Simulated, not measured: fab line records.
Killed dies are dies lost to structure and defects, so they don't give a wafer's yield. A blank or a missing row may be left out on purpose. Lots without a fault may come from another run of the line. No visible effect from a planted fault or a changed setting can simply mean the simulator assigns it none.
fab line records ; flow nand-harc
record lots=24; wafers=72; last-day=33
route steps=1302 shown A_CHANNEL_HOLE_D2@584 A_CHANNEL_FILL_D2@626 A_STAIRCASE@682
lots that met no fault: from a run of the same line without faults
start-h: hours from the record's opening day to when the first of the lot's shown wafers began ; wait-h: how many hours have passed since the lot's step before this one ; " same as the row above ; L1.1+2: one row covering several wafers at once ; - value missing, or start not given ; * or withheld: withheld ; < > ~ a bound
route shown NAME@n: a module of which the file shows steps, and the number in the route of the first ; usual: average and standard deviation across the fault-free wafers ; same: alike in all rows ; chamber/n: place in a boat ; sites: per-site readings ; _std_site: how widely they spread, as a standard deviation ; _edge_site: the outer-site mean with the inner-site mean subtracted ; radius-mm: for every site, how far away it sits from the centre of the wafer ; mask NAME#n: copy n ; behind: the last tool/chamber to shape the wafer ; hold: cause of the lot's hold/its duration in hours/its outcome ; device: the n, p or np transistor that did not switch ; end of line: tests of these same wafers at the route's end ; a step with no rows: only its recipe ; killed: count of dies lost to structure and defects at first sort (not the wafer's yield) ; map: the dies of a wafer, with x for killed, . for not killed, _ for no die there
set.NAME: the setting as run; set.NAME@STEP: as run at that earlier step ; model.NAME: the simulator's own value behind a step, which no gauge read
route steps across a sampled set of lots; one table per step, one row per wafer
services: the hour from which a tool's chamber was out of use, counted from the record's first day as start-h (under 0 if before that day), plus the number of hours and why
## steps
# step NHARC_A_CHANNEL_HOLE_D2_INSPECT_12
# usual raw-defect-count=33/23
lot.wafer;tool;chamber;start-h;wait-h;raw-defect-count
L074.1;defect-inspect-01;-;280.08;0.0;5
L074.2;defect-inspect-01;-;280.08;0.0;3
L074.4;defect-inspect-01;-;280.08;0.0;4
L075.1;defect-inspect-01;-;297.84;0.0;40
L075.3;defect-inspect-01;-;297.84;0.0;55
L075.6;defect-inspect-01;-;297.84;0.0;61
L077.4;defect-inspect-02;-;318.15;0.0;59
L077.5;defect-inspect-02;-;318.15;0.0;58
L077.6;defect-inspect-02;-;318.15;0.0;51
L076.1;defect-inspect-01;-;318.37;0.0;8
L076.4;defect-inspect-01;-;318.37;0.0;9
L076.5;defect-inspect-01;-;318.37;0.0;11
L078.1;defect-inspect-02;-;334.91;0.0;61
L078.2;defect-inspect-02;-;334.91;0.0;60
L078.6;defect-inspect-02;-;334.91;0.0;60
L080.2;defect-inspect-02;-;339.88;0.0;9
L080.3;defect-inspect-02;-;339.88;0.0;9
L080.5;defect-inspect-02;-;339.88;0.0;7
L079.1;defect-inspect-02;-;340.85;0.0;53
L079.4;defect-inspect-02;-;340.85;0.0;64
L079.6;defect-inspect-02;-;340.85;0.0;69
L081.2;defect-inspect-01;-;364.58;0.0;44
L081.3;defect-inspect-01;-;364.58;0.0;63
L081.4;defect-inspect-01;-;364.58;0.0;52
L082.3;defect-inspect-02;-;368.59;0.0;2
L082.4;defect-inspect-02;-;368.59;0.0;10
L082.5;defect-inspect-02;-;368.59;0.0;9
L083.3;defect-inspect-02;-;378.52;0.0;6
L083.4;defect-inspect-02;-;378.52;0.0;12
L083.6;defect-inspect-02;-;378.52;0.0;6
L084.1;defect-inspect-01;-;393.36;0.0;5
L084.5;defect-inspect-01;-;393.36;0.0;11
L084.6;defect-inspect-01;-;393.36;0.0;11
L085.1;defect-inspect-02;-;393.58;0.0;62
L085.3;defect-inspect-02;-;393.58;0.0;59
L085.4;defect-inspect-02;-;393.58;0.0;47
L086.2;defect-inspect-01;-;406.19;0.0;65
L086.5;defect-inspect-01;-;406.19;0.0;51
L086.6;defect-inspect-01;-;406.19;0.0;57
L087.1;defect-inspect-02;-;414.67;0.0;58
L087.2;defect-inspect-02;-;414.67;0.0;62
L087.6;defect-inspect-02;-;414.67;0.0;51
L088.1;defect-inspect-01;-;441.94;0.0;15
L088.4;defect-inspect-01;-;441.94;0.0;14
L088.5;defect-inspect-01;-;441.94;0.0;25
L089.1;defect-inspect-02;-;442.09;0.0;62
L089.2;defect-inspect-02;-;442.09;0.0;63
L089.6;defect-inspect-02;-;442.09;0.0;68
L090.1;defect-inspect-01;-;452.78;0.0;65
L090.4;defect-inspect-01;-;452.78;0.0;53
L090.6;defect-inspect-01;-;452.78;0.0;52
L091.1;defect-inspect-02;-;453.17;0.0;57
L091.2;defect-inspect-02;-;453.17;0.0;45
L091.4;defect-inspect-02;-;453.17;0.0;52
L092.2;defect-inspect-01;-;465.58;0.0;12
L092.4;defect-inspect-01;-;465.58;0.0;14
L092.6;defect-inspect-01;-;465.58;0.0;10
L093.1;defect-inspect-01;-;489.46;0.0;23
L093.2;defect-inspect-01;-;489.46;0.0;17
L093.5;defect-inspect-01;-;489.46;0.0;21
L094.1;defect-inspect-02;-;490.42;0.0;27
L094.4;defect-inspect-02;-;490.42;0.0;23
L094.5;defect-inspect-02;-;490.42;0.0;25
L095.2;defect-inspect-02;-;502.91;0.0;33
L095.4;defect-inspect-02;-;502.91;0.0;22
L095.5;defect-inspect-02;-;502.91;0.0;19
L096.2;defect-inspect-01;-;511.09;0.0;7
L096.4;defect-inspect-01;-;511.09;0.0;7
L096.6;defect-inspect-01;-;511.09;0.0;8
L097.2;defect-inspect-02;-;511.27;0.0;3
L097.4;defect-inspect-02;-;511.27;0.0;5
L097.6;defect-inspect-02;-;511.27;0.0;3
# step NHARC_A_CHANNEL_FILL_D2_THK_MEAS_06
# recipe thk-meas-gauge=ellipsometry
# usual thk-nm=5.0/1
lot.wafer;tool;chamber;start-h;wait-h;thk-nm
L074.1;film-metro-02;-;323.81;0.4;4.6
L074.2;film-metro-02;-;323.81;0.4;6.3
L074.4;film-metro-02;-;323.81;0.4;5.8
L075.1;film-metro-01;-;343.77;0.4;4.8
L075.3;film-metro-01;-;343.77;0.4;5.8
L075.6;film-metro-01;-;343.77;0.4;3.9
L076.1;film-metro-01;-;361.92;0.4;5.6
L076.4;film-metro-01;-;361.92;0.4;5.1
L076.5;film-metro-01;-;361.92;0.4;4.1
L077.4;film-metro-02;-;361.92;0.4;4.4
L077.5;film-metro-02;-;361.92;0.4;4.3
L077.6;film-metro-02;-;361.92;0.4;4.5
L078.1;film-metro-01;-;380.68;0.4;4.9
L078.2;film-metro-01;-;380.68;0.4;4.1
L078.6;film-metro-01;-;380.68;0.4;4.9
L080.2;film-metro-01;-;384.10;0.4;4.5
L080.3;film-metro-01;-;384.10;0.4;5.2
L080.5;film-metro-01;-;384.10;0.4;5.9
L079.1;film-metro-01;-;384.11;0.4;4.3
L079.4;film-metro-01;-;384.11;0.4;5.3
L079.6;film-metro-01;-;384.11;0.4;5.8
L081.2;film-metro-01;-;408.89;0.4;3.7
L081.3;film-metro-01;-;408.89;0.4;3.2
L081.4;film-metro-01;-;408.89;0.4;3.8
L082.3;film-metro-01;-;414.30;0.4;6.5
L082.4;film-metro-01;-;414.30;0.4;4.7
L082.5;film-metro-01;-;414.30;0.4;5.6
L083.3;film-metro-02;-;423.41;0.4;4.5
L083.4;film-metro-02;-;423.41;0.4;4.5
L083.6;film-metro-02;-;423.41;0.4;3.2
L084.1;film-metro-01;-;444.56;0.4;5.5
L084.5;film-metro-01;-;444.56;0.4;5.1
L084.6;film-metro-01;-;444.56;0.4;5.0
L085.1;film-metro-02;-;444.56;0.4;4.2
L085.3;film-metro-02;-;444.56;0.4;5.7
L085.4;film-metro-02;-;444.56;0.4;4.3
L086.2;film-metro-02;-;450.17;0.4;6.0
L086.5;film-metro-02;-;450.17;0.4;5.4
L086.6;film-metro-02;-;450.17;0.4;6.0
L087.1;film-metro-02;-;457.84;0.4;6.5
L087.2;film-metro-02;-;457.84;0.4;3.0
L087.6;film-metro-02;-;457.84;0.4;6.8
L089.1;film-metro-02;-;485.83;0.4;4.3
L089.2;film-metro-02;-;485.83;0.4;4.6
L089.6;film-metro-02;-;485.83;0.4;5.0
L088.1;film-metro-01;-;485.83;0.4;5.9
L088.4;film-metro-01;-;485.83;0.4;3.8
L088.5;film-metro-01;-;485.83;0.4;5.0
L090.1;film-metro-02;-;497.41;0.4;6.5
L090.4;film-metro-02;-;497.41;0.4;5.3
L090.6;film-metro-02;-;497.41;0.4;4.9
L091.1;film-metro-01;-;497.42;0.4;4.2
L091.2;film-metro-01;-;497.42;0.4;6.7
L091.4;film-metro-01;-;497.42;0.4;5.1
L092.2;film-metro-01;-;511.37;0.4;4.5
L092.4;film-metro-01;-;511.37;0.4;5.8
L092.6;film-metro-01;-;511.37;0.4;3.4
L093.1;film-metro-01;-;533.06;0.4;4.7
L093.2;film-metro-01;-;533.06;0.4;5.0
L093.5;film-metro-01;-;533.06;0.4;6.6
L094.1;film-metro-02;-;533.08;0.4;3.5
L094.4;film-metro-02;-;533.08;0.4;5.4
L094.5;film-metro-02;-;533.08;0.4;5.1
L095.2;film-metro-02;-;549.27;0.4;5.9
L095.4;film-metro-02;-;549.27;0.4;3.6
L095.5;film-metro-02;-;549.27;0.4;7.2
L096.2;film-metro-01;-;553.66;0.4;4.0
L096.4;film-metro-01;-;553.66;0.4;4.1
L096.6;film-metro-01;-;553.66;0.4;5.8
L097.2;film-metro-02;-;553.66;0.4;4.6
L097.4;film-metro-02;-;553.66;0.4;6.9
L097.6;film-metro-02;-;553.66;0.4;5.2
# step NHARC_A_CHANNEL_FILL_D2_INSPECT_13
# usual raw-defect-count=367/130
lot.wafer;tool;chamber;start-h;wait-h;raw-defect-count
L074.1;defect-inspect-02;-;333.76;0.2;458
L074.2;defect-inspect-02;-;333.76;0.2;307
L074.4;defect-inspect-02;-;333.76;0.2;248
L075.1;defect-inspect-02;-;357.61;0.2;237
L075.3;defect-inspect-02;-;357.61;0.2;337
L075.6;defect-inspect-02;-;357.61;0.2;303
L076.1;defect-inspect-02;-;373.88;0.2;330
L076.4;defect-inspect-02;-;373.88;0.2;404
L076.5;defect-inspect-02;-;373.88;0.2;324
L077.4;defect-inspect-02;-;374.05;0.1;331
L077.5;defect-inspect-02;-;374.05;0.1;437
L077.6;defect-inspect-02;-;374.05;0.1;513
L078.1;defect-inspect-02;-;392.65;0.2;391
L078.2;defect-inspect-02;-;392.65;0.2;356
L078.6;defect-inspect-02;-;392.65;0.2;345
L079.1;defect-inspect-01;-;397.00;0.2;286
L079.4;defect-inspect-01;-;397.00;0.2;360
L079.6;defect-inspect-01;-;397.00;0.2;326
L080.2;defect-inspect-02;-;397.21;0.3;337
L080.3;defect-inspect-02;-;397.21;0.3;310
L080.5;defect-inspect-02;-;397.21;0.3;236
L081.2;defect-inspect-02;-;420.86;0.1;230
L081.3;defect-inspect-02;-;420.86;0.1;391
L081.4;defect-inspect-02;-;420.86;0.1;350
L082.3;defect-inspect-02;-;426.30;0.1;275
L082.4;defect-inspect-02;-;426.30;0.1;317
L082.5;defect-inspect-02;-;426.30;0.1;432
L083.3;defect-inspect-02;-;435.37;0.1;420
L083.4;defect-inspect-02;-;435.37;0.1;405
L083.6;defect-inspect-02;-;435.37;0.1;486
L085.1;defect-inspect-02;-;456.50;0.2;488
L085.3;defect-inspect-02;-;456.50;0.2;418
L085.4;defect-inspect-02;-;456.50;0.2;516
L084.1;defect-inspect-01;-;456.55;0.2;162
L084.5;defect-inspect-01;-;456.55;0.2;218
L084.6;defect-inspect-01;-;456.55;0.2;170
L086.2;defect-inspect-01;-;462.21;0.1;306
L086.5;defect-inspect-01;-;462.21;0.1;279
L086.6;defect-inspect-01;-;462.21;0.1;187
L087.1;defect-inspect-01;-;469.95;0.2;282
L087.2;defect-inspect-01;-;469.95;0.2;453
L087.6;defect-inspect-01;-;469.95;0.2;468
L089.1;defect-inspect-02;-;497.76;0.2;328
L089.2;defect-inspect-02;-;497.76;0.2;522
L089.6;defect-inspect-02;-;497.76;0.2;462
L088.1;defect-inspect-01;-;497.80;0.2;340
L088.4;defect-inspect-01;-;497.80;0.2;289
L088.5;defect-inspect-01;-;497.80;0.2;431
L091.1;defect-inspect-01;-;509.42;0.2;312
L091.2;defect-inspect-01;-;509.42;0.2;388
L091.4;defect-inspect-01;-;509.42;0.2;419
L090.1;defect-inspect-01;-;509.47;0.2;405
L090.4;defect-inspect-01;-;509.47;0.2;458
L090.6;defect-inspect-01;-;509.47;0.2;333
L092.2;defect-inspect-02;-;523.37;0.1;523
L092.4;defect-inspect-02;-;523.37;0.1;372
L092.6;defect-inspect-02;-;523.37;0.1;624
L093.1;defect-inspect-02;-;545.13;0.2;305
L093.2;defect-inspect-02;-;545.13;0.2;426
L093.5;defect-inspect-02;-;545.13;0.2;513
L094.1;defect-inspect-02;-;545.13;0.2;378
L094.4;defect-inspect-02;-;545.13;0.2;350
L094.5;defect-inspect-02;-;545.13;0.2;268
L095.2;defect-inspect-02;-;561.24;0.1;430
L095.4;defect-inspect-02;-;561.24;0.1;392
L095.5;defect-inspect-02;-;561.24;0.1;241
L097.2;defect-inspect-01;-;565.62;0.1;266
L097.4;defect-inspect-01;-;565.62;0.1;276
L097.6;defect-inspect-01;-;565.62;0.1;243
L096.2;defect-inspect-02;-;565.62;0.1;345
L096.4;defect-inspect-02;-;565.62;0.1;238
L096.6;defect-inspect-02;-;565.62;0.1;244
# step NHARC_A_STAIRCASE_ETCH_25
# recipe target-depth-a=1000; time-s=40.5; ion-energy-ev=400; c4f8-flow-sccm=20; o2-flow-sccm=10; ar-flow-sccm=withheld; rf-w=600; bias-w=1000; chemistry=C4F8/O2
# usual oes-product-au=0.944/0.011; rf-vpp-V=896/5.3
# same time-s=40.5
lot.wafer;tool;chamber;start-h;wait-h;oes-product-au;rf-hours-counter-h;rf-vpp-V
L074.2;rie-diel-09;3;-;-;0.952;3;901
L074.4;rie-diel-09;0;-;-;0.944;2;895
L074.1;rie-diel-09;2;-;-;0.967;4;891
L075.3;rie-diel-01;0;-;-;0.942;55;888
L075.1;rie-diel-01;2;-;-;0.946;52;898
L075.6;rie-diel-01;2;-;-;0.947;-;899
L077.4;rie-diel-09;2;-;-;0.967;17;893
L077.5;rie-diel-09;1;-;-;0.962;-;901
L077.6;rie-diel-09;2;-;-;0.953;-;893
L076.1;rie-diel-01;2;-;-;0.948;55;899
L076.5;rie-diel-01;0;-;-;0.944;-;887
L076.4;rie-diel-01;2;-;-;0.936;-;899
L078.2;rie-diel-01;3;-;-;0.934;2;889
L078.1;rie-diel-01;0;-;-;0.945;2;887
L078.6;rie-diel-01;3;-;-;0.936;-;889
L079.4;rie-diel-09;2;-;-;0.935;24;892
L079.1;rie-diel-09;1;-;-;0.929;24;902
L079.6;rie-diel-09;2;-;-;0.931;-;891
L080.2;rie-diel-04;2;-;-;0.938;12;899
L080.3;rie-diel-04;0;-;-;0.964;13;894
L080.5;rie-diel-04;1;-;-;0.944;-;900
L081.3;rie-diel-09;2;-;-;0.976;27;890
L081.4;rie-diel-09;0;-;-;0.945;37;894
L081.2;rie-diel-09;1;-;-;0.963;32;900
L082.4;rie-diel-09;0;-;-;0.950;38;894
L082.3;rie-diel-09;2;-;-;0.947;28;892
L082.5;rie-diel-09;1;-;-;0.959;-;900
L083.4;rie-diel-04;2;-;-;0.950;21;899
L083.3;rie-diel-04;0;-;-;0.953;26;893
L083.6;rie-diel-04;2;-;-;0.948;-;897
L085.1;rie-diel-09;2;-;-;0.946;38;891
L085.4;rie-diel-09;0;-;-;0.944;46;894
L085.3;rie-diel-09;1;-;-;0.940;40;901
L084.1;rie-diel-09;3;-;-;0.943;50;900
L084.5;rie-diel-09;2;-;-;0.950;-;892
L084.6;rie-diel-09;3;-;-;0.938;-;901
L086.2;rie-diel-04;2;-;-;0.945;30;898
L086.6;rie-diel-04;1;-;-;0.944;-;900
L086.5;rie-diel-04;2;-;-;0.947;-;897
L087.2;rie-diel-01;2;-;-;0.953;27;897
L087.1;rie-diel-01;3;-;-;0.938;26;888
L087.6;rie-diel-01;2;-;-;0.940;-;900
L089.2;rie-diel-01;2;-;-;0.936;40;899
L089.1;rie-diel-01;3;-;-;0.938;38;889
L089.6;rie-diel-01;2;-;-;0.945;-;897
L088.4;rie-diel-01;2;-;-;0.930;40;899
L088.1;rie-diel-01;0;-;-;0.933;45;888
L088.5;rie-diel-01;2;-;-;0.929;-;898
L090.1;rie-diel-01;0;-;-;0.941;47;886
L090.4;rie-diel-01;2;-;-;0.923;42;898
L090.6;rie-diel-01;0;-;-;0.928;-;888
L091.1;rie-diel-09;0;-;-;0.938;3;893
L091.2;rie-diel-09;1;-;-;0.942;1;901
L091.4;rie-diel-09;1;-;-;0.943;-;901
L092.4;rie-diel-04;1;-;-;0.937;53;898
L092.2;rie-diel-04;3;-;-;0.936;57;905
L092.6;rie-diel-04;1;-;-;0.930;-;896
L094.4;rie-diel-04;0;-;-;0.929;3;894
L094.1;rie-diel-04;1;-;-;0.928;2;898
L094.5;rie-diel-04;3;-;-;0.948;-;905
L093.1;rie-diel-09;3;-;-;0.947;20;899
L093.2;rie-diel-09;2;-;-;0.957;4;891
L093.5;rie-diel-09;0;-;-;0.948;-;892
L095.2;rie-diel-04;0;-;-;0.930;6;891
L095.4;rie-diel-04;1;-;-;0.923;5;898
L095.5;rie-diel-04;3;-;-;0.936;-;905
L096.2;rie-diel-01;1;-;-;0.937;1;887
L096.4;rie-diel-01;2;-;-;0.952;2;896
L096.6;rie-diel-01;1;-;-;0.931;-;888
L097.2;rie-diel-09;3;-;-;0.942;26;900
L097.4;rie-diel-09;2;-;-;0.957;6;890
L097.6;rie-diel-09;3;-;-;0.942;-;898
# step NHARC_A_STAIRCASE_STRIP_175
# recipe power-w=1500; temp-c=250; chemistry=O2
# usual drypump-motor-current-A=5.8/0.33; heater-power-w=380/28
lot.wafer;tool;chamber;start-h;wait-h;drypump-motor-current-A;heater-power-w;rf-hours-counter-h
L074.2;plasma-asher-02;0;339.39;0.1;5.8;328;17
L074.1;plasma-asher-02;1;339.39;0.1;6.5;361;17
L074.4;plasma-asher-02;0;339.39;0.1;5.8;336;-
L075.1;plasma-asher-01;1;364.25;0.1;5.8;370;3
L075.3;plasma-asher-01;1;364.25;0.1;5.8;384;-
L075.6;plasma-asher-01;1;364.25;0.1;5.8;371;-
L077.4;plasma-asher-01;1;379.27;0.2;5.8;379;-
L077.6;plasma-asher-01;0;379.27;0.2;5.5;420;-
L077.5;plasma-asher-01;1;379.27;0.2;5.8;383;-
L076.1;plasma-asher-02;1;379.76;0.1;6.5;383;27
L076.4;plasma-asher-02;0;379.76;0.1;5.8;331;-
L076.5;plasma-asher-02;1;379.76;0.1;6.4;377;-
L078.2;plasma-asher-02;1;397.87;0.1;6.5;369;30
L078.1;plasma-asher-02;0;397.87;0.1;5.8;337;30
L078.6;plasma-asher-02;0;397.87;0.1;5.8;332;-
L079.1;plasma-asher-01;0;401.96;0.1;5.5;422;9
L079.4;plasma-asher-01;0;401.96;0.1;5.5;408;-
L079.6;plasma-asher-01;0;401.96;0.1;5.5;420;-
L080.2;plasma-asher-01;1;402.73;0.1;5.8;377;9
L080.3;plasma-asher-01;1;402.73;0.1;5.8;373;-
L080.5;plasma-asher-01;1;402.73;0.1;5.8;373;-
L081.2;plasma-asher-01;0;425.86;0.1;5.5;408;14
L081.3;plasma-asher-01;1;425.86;0.1;5.8;377;-
L081.4;plasma-asher-01;0;425.86;0.1;5.5;405;-
L082.3;plasma-asher-01;0;431.48;0.2;5.5;410;-
L082.4;plasma-asher-01;1;431.48;0.2;5.8;374;-
L082.5;plasma-asher-01;0;431.48;0.2;5.5;416;-
L083.4;plasma-asher-01;1;440.89;0.3;5.8;381;-
L083.3;plasma-asher-01;0;440.89;0.3;5.5;410;-
L083.6;plasma-asher-01;1;440.89;0.3;5.8;378;-
L085.1;plasma-asher-01;1;462.64;0.7;5.8;378;27
L085.4;plasma-asher-01;1;462.64;0.7;5.8;379;-
L085.3;plasma-asher-01;0;462.64;0.7;5.5;416;-
L084.1;plasma-asher-01;0;462.92;0.5;5.4;420;28
L084.6;plasma-asher-01;0;462.92;0.5;5.5;423;-
L084.5;plasma-asher-01;1;462.92;0.5;5.8;373;-
L086.2;plasma-asher-01;1;469.51;1.7;5.8;374;33
L086.5;plasma-asher-01;1;469.51;1.7;5.8;390;-
L086.6;plasma-asher-01;0;469.51;1.7;5.5;418;-
L087.2;plasma-asher-01;1;475.04;0.1;5.8;372;36
L087.1;plasma-asher-01;0;475.04;0.1;5.5;421;36
L087.6;plasma-asher-01;0;475.04;0.1;5.5;409;-
L089.1;plasma-asher-02;1;504.63;0.1;6.5;361;7
L089.2;plasma-asher-02;0;504.63;0.1;5.8;332;7
L089.6;plasma-asher-02;1;504.63;0.1;6.5;357;-
L088.1;plasma-asher-01;1;504.87;0.1;5.8;382;41
L088.4;plasma-asher-01;1;504.87;0.1;5.8;370;-
L088.5;plasma-asher-01;1;504.87;0.1;5.8;377;-
L090.1;plasma-asher-02;1;514.79;0.1;6.5;375;10
L090.4;plasma-asher-02;0;514.79;0.1;5.8;324;-
L090.6;plasma-asher-02;0;514.79;0.1;5.8;335;-
L091.2;plasma-asher-01;0;515.09;0.1;5.5;420;45
L091.1;plasma-asher-01;1;515.09;0.1;5.7;378;45
L091.4;plasma-asher-01;0;515.09;0.1;5.5;418;-
L092.2;plasma-asher-02;0;528.34;0.1;5.8;337;16
L092.4;plasma-asher-02;0;528.34;0.1;5.8;335;-
L092.6;plasma-asher-02;0;528.34;0.1;5.8;338;-
L094.1;plasma-asher-02;1;550.15;0.1;6.5;362;20
L094.4;plasma-asher-02;0;550.15;0.1;5.8;338;-
L094.5;plasma-asher-02;0;550.15;0.1;5.8;338;-
L093.1;plasma-asher-01;1;550.44;0.1;5.8;375;4
L093.2;plasma-asher-01;0;550.44;0.1;5.5;416;4
L093.5;plasma-asher-01;0;550.44;0.1;5.5;402;-
L095.2;plasma-asher-02;0;567.13;0.1;5.8;327;23
L095.4;plasma-asher-02;1;567.13;0.1;6.5;364;-
L095.5;plasma-asher-02;0;567.13;0.1;5.8;330;-
L096.2;plasma-asher-01;0;571.18;0.1;5.5;406;8
L096.4;plasma-asher-01;0;571.18;0.1;5.5;404;-
L096.6;plasma-asher-01;1;571.18;0.1;5.8;370;-
L097.2;plasma-asher-01;1;572.98;0.1;5.7;378;8
L097.4;plasma-asher-01;1;572.98;0.1;5.8;377;-
L097.6;plasma-asher-01;1;572.98;0.1;5.7;377;-
# step NHARC_A_STAIRCASE_ETCH_190
# recipe target-depth-a=1000; time-s=40.5; ion-energy-ev=400; c4f8-flow-sccm=20; o2-flow-sccm=10; ar-flow-sccm=withheld; rf-w=600; bias-w=1000; chemistry=C4F8/O2
# usual oes-product-au=0.942/0.01; rf-vpp-V=896/5.5
# same time-s=40.5
lot.wafer;tool;chamber;start-h;wait-h;oes-product-au;rf-hours-counter-h;rf-vpp-V
L074.4;rie-diel-04;0;-;-;0.939;44;895
L074.1;rie-diel-04;1;-;-;0.928;47;900
L074.2;rie-diel-04;3;-;-;0.946;45;886
L075.1;rie-diel-01;0;-;-;0.953;56;886
L075.3;rie-diel-01;2;-;-;0.942;52;899
L075.6;rie-diel-01;0;-;-;0.944;-;888
L077.4;rie-diel-09;0;-;-;0.922;21;894
L077.5;rie-diel-09;2;-;-;0.930;-;893
L077.6;rie-diel-09;3;-;-;0.948;-;902
L076.4;rie-diel-09;1;-;-;0.948;18;902
L076.1;rie-diel-09;2;-;-;0.955;18;892
L076.5;rie-diel-09;3;-;-;0.940;-;901
L078.2;rie-diel-04;2;-;-;0.953;11;896
L078.1;rie-diel-04;3;-;-;0.957;13;905
L078.6;rie-diel-04;2;-;-;0.940;-;899
L079.4;rie-diel-04;1;-;-;0.949;11;899
L079.1;rie-diel-04;2;-;-;0.948;12;899
L079.6;rie-diel-04;3;-;-;0.945;-;906
L080.3;rie-diel-04;0;-;-;0.936;14;893
L080.2;rie-diel-04;1;-;-;0.926;11;899
L080.5;rie-diel-04;2;-;-;0.936;-;897
L081.3;rie-diel-04;2;-;-;0.959;18;898
L081.2;rie-diel-04;3;-;-;0.951;22;905
L081.4;rie-diel-04;2;-;-;0.945;-;897
L082.3;rie-diel-04;2;-;-;0.940;19;897
L082.5;rie-diel-04;0;-;-;0.951;-;893
L082.4;rie-diel-04;3;-;-;0.949;-;908
L083.4;rie-diel-01;2;-;-;0.938;14;900
L083.3;rie-diel-01;3;-;-;0.943;16;889
L083.6;rie-diel-01;1;-;-;0.952;-;889
L085.1;rie-diel-09;1;-;-;0.940;41;901
L085.4;rie-diel-09;2;-;-;0.949;39;892
L085.3;rie-diel-09;3;-;-;0.954;50;899
L084.1;rie-diel-09;0;-;-;0.945;47;892
L084.5;rie-diel-09;2;-;-;0.939;-;891
L084.6;rie-diel-09;3;-;-;0.954;-;901
L086.2;rie-diel-04;2;-;-;0.944;32;897
L086.6;rie-diel-04;2;-;-;0.959;-;898
L086.5;rie-diel-04;3;-;-;0.945;-;904
L087.2;rie-diel-04;1;-;-;0.953;34;897
L087.1;rie-diel-04;0;-;-;0.936;37;893
L087.6;rie-diel-04;2;-;-;0.947;-;898
L089.1;rie-diel-04;1;-;-;0.922;44;898
L089.2;rie-diel-04;3;-;-;0.947;51;904
L089.6;rie-diel-04;1;-;-;0.938;-;898
L088.1;rie-diel-09;2;-;-;0.962;0;892
L088.4;rie-diel-09;3;-;-;0.952;0;900
L088.5;rie-diel-09;0;-;-;0.940;-;894
L090.1;rie-diel-09;1;-;-;0.947;2;900
L090.4;rie-diel-09;0;-;-;0.954;-;893
L090.6;rie-diel-09;3;-;-;0.951;-;901
L091.1;rie-diel-01;1;-;-;0.925;49;887
L091.4;rie-diel-01;2;-;-;0.928;43;897
L091.2;rie-diel-01;3;-;-;0.944;41;889
L092.4;rie-diel-01;1;-;-;0.940;56;887
L092.2;rie-diel-01;0;-;-;0.969;52;887
L092.6;rie-diel-01;2;-;-;0.934;-;898
L093.1;rie-diel-09;0;-;-;0.949;21;894
L093.2;rie-diel-09;1;-;-;0.969;19;899
L093.5;rie-diel-09;0;-;-;0.953;-;893
L094.4;rie-diel-01;1;-;-;0.925;63;886
L094.1;rie-diel-01;2;-;-;0.927;59;897
L094.5;rie-diel-01;1;-;-;0.936;-;885
L095.2;rie-diel-04;1;-;-;0.920;6;899
L095.5;rie-diel-04;1;-;-;0.918;-;898
L095.4;rie-diel-04;3;-;-;0.935;-;904
L096.2;rie-diel-01;0;-;-;0.928;4;906
L096.4;rie-diel-01;1;-;-;0.936;3;886
L096.6;rie-diel-01;0;-;-;0.928;-;906
L097.2;rie-diel-09;3;-;-;0.939;26;899
L097.4;rie-diel-09;1;-;-;0.948;23;899
L097.6;rie-diel-09;0;-;-;0.952;-;894
## services
tool;chamber;start-h;hours;kind
rie-diel-09;-;320.23;9.0;pm
rie-diel-09;0;320.23;9.0;vent-cycle
rie-diel-09;1;320.23;9.0;vent-cycle
plasma-asher-01;-;342.01;9.0;pm
rie-diel-01;1;342.60;41.4;repair
rie-diel-04;2;346.80;3.1;repair
rie-diel-01;3;355.41;3.9;repair
rie-diel-04;-;355.73;9.0;pm
rie-diel-01;-;380.94;9.0;pm
rie-diel-09;0;389.58;2.6;repair
plasma-asher-02;-;402.95;57.9;repair
rie-diel-09;2;405.13;8.3;repair
rie-diel-04;2;405.71;3.7;repair
rie-diel-04;1;426.06;9.2;repair
rie-diel-04;1;445.58;4.4;repair
rie-diel-04;0;460.20;10.4;repair
plasma-asher-02;-;460.92;9.0;pm
rie-diel-09;-;497.23;9.0;pm
rie-diel-09;1;509.63;3.2;repair
plasma-asher-01;-;519.01;9.0;pm
rie-diel-04;-;532.73;9.0;pm
rie-diel-01;-;558.05;9.0;pm
rie-diel-04;2;567.01;34.5;repair
rie-diel-09;-;568.36;2.1;repair
## key
fault none
